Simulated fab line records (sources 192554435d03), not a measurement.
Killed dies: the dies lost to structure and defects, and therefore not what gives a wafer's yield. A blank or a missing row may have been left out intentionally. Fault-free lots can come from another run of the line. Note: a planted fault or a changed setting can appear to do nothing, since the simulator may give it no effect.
The same fault as seen by 2 desks || flow n5-finfet || only its own numbers are on each desk; what lay behind them is given at the end

FOR THE TOOL OWNER'S DESK: pvd-sputter-01
The tool's own readings at N5_BEOL_M1_SPUTTER_92 (material Cu, target thk 4.5 nm, time 8.29 s): means of the sampled wafers that have a number, for each lot that ran on this tool. Any lot whose mean is over 4 standard deviations away from the usual mean is out of limits and marked OUT; that distance is given in the brackets.
Columns: A = chamber-pressure-pa at N5_BEOL_M1_SPUTTER_92, usual 0.07001 Pa; B = throttle-valve-pct at N5_BEOL_M1_SPUTTER_92, usual 29.5 %
{"lot": "L157", "first seen here": "day 7 07:22", "A": 0.06991, "B": 29.3}
{"lot": "L162", "first seen here": "day 10 07:50", "A": "0.06410 (-42) OUT", "B": 30.9}
{"lot": "L164", "first seen here": "day 10 14:45", "A": "0.06409 (-42) OUT", "B": 31.0}
{"lot": "L176", "first seen here": "day 14 00:59", "A": 0.06997, "B": 30.0}
{"lot": "L177", "first seen here": "day 14 03:09", "A": 0.07000, "B": 30.2}
This desk finds L162, L164 out of limits, L162 being first, at day 10 07:50 (chamber-pressure-pa at N5_BEOL_M1_SPUTTER_92). L157, L176, L177 stayed within limits.

METROLOGY DESK
What the gauges read for every lot (on any tool): the sampled wafers with a number, averaged. Any lot whose mean is over 4 standard deviations away from the usual mean is out of limits and marked OUT; that distance is given in the brackets. Only the readings that lie furthest out on some lot appear, 7 of the 10 it has.
Columns: A = DIBL_N at N5_BEOL_M4_RC_MEAS_101, usual 36.5 mV/V; B = DIBL_P at N5_BEOL_M4_RC_MEAS_101, usual 36.5 mV/V; C = IOFF_N at N5_BEOL_M4_RC_MEAS_101, usual 0.162 nA/um; D = IOFF_P at N5_BEOL_M4_RC_MEAS_101, usual 0.221 nA/um; E = ION_P at N5_BEOL_M4_RC_MEAS_101, usual 466 uA/um; F = SS_P at N5_BEOL_M4_RC_MEAS_101, usual 73.3 mV/dec; G = VT_P at N5_BEOL_M4_RC_MEAS_101, usual -249 mV
{"lot": "L157", "first seen here": "day 10 19:10", "A": 35.6, "B": 33.6, "C": 0.135, "D": 0.209, "E": 464, "F": 72.4, "G": -248}
{"lot": "L162", "first seen here": "day 11 17:20", "A": 35.7, "B": 35.9, "C": 0.150, "D": 0.203, "E": 462, "F": 73.1, "G": -251}
{"lot": "L164", "first seen here": "day 12 02:00", "A": 36.8, "B": 37.4, "C": 0.171, "D": 0.231, "E": 462, "F": 73.6, "G": -249}
{"lot": "L169", "first seen here": "day 14 00:28", "A": 35.6, "B": 35.1, "C": 0.143, "D": 0.183, "E": 461, "F": 72.8, "G": -252}
{"lot": "L173", "first seen here": "day 14 12:09", "A": 37.9, "B": 37.9, "C": 0.201, "D": 0.278, "E": 475, "F": 73.5, "G": -244}
{"lot": "L176", "first seen here": "day 15 21:52", "A": 35.2, "B": 34.6, "C": 0.167, "D": 0.241, "E": 476, "F": 72.8, "G": -244}
{"lot": "L175", "first seen here": "day 16 01:32", "A": 36.7, "B": 36.0, "C": 0.147, "D": 0.196, "E": 461, "F": 73.1, "G": -251}
{"lot": "L174", "first seen here": "day 16 04:32", "A": 37.0, "B": 35.7, "C": 0.153, "D": 0.202, "E": 464, "F": 73.4, "G": -249}
{"lot": "L177", "first seen here": "day 16 07:52", "A": 38.3, "B": 38.0, "C": 0.186, "D": 0.247, "E": 467, "F": 74.3, "G": -248}
This desk's verdict: no lot among the 9 shows anything out of limits.

PUT TOGETHER
An alarm could have come from the tool owner's desk at day 10 07:50, on L162, L164.
From the metrology desk's view, nothing was out of limits.
The metrology desk holds a record of L162, L164, inside its limits.
On pvd-sputter-01, each named lot ran N5_BEOL_M1_SPUTTER_92.

WHAT THE SIMULATOR HAD PUT IN
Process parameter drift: pvd-sputter-01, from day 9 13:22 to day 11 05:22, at N5_BEOL_M1_SPUTTER_92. The setting chamber-pressure-pa was moved by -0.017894, starting from 0.07. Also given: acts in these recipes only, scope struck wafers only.
Struck lots among those shown: L162, L164.
Delay in hours, fault start to first out-of-limits reading, by desk: the tool owner's desk at 18.
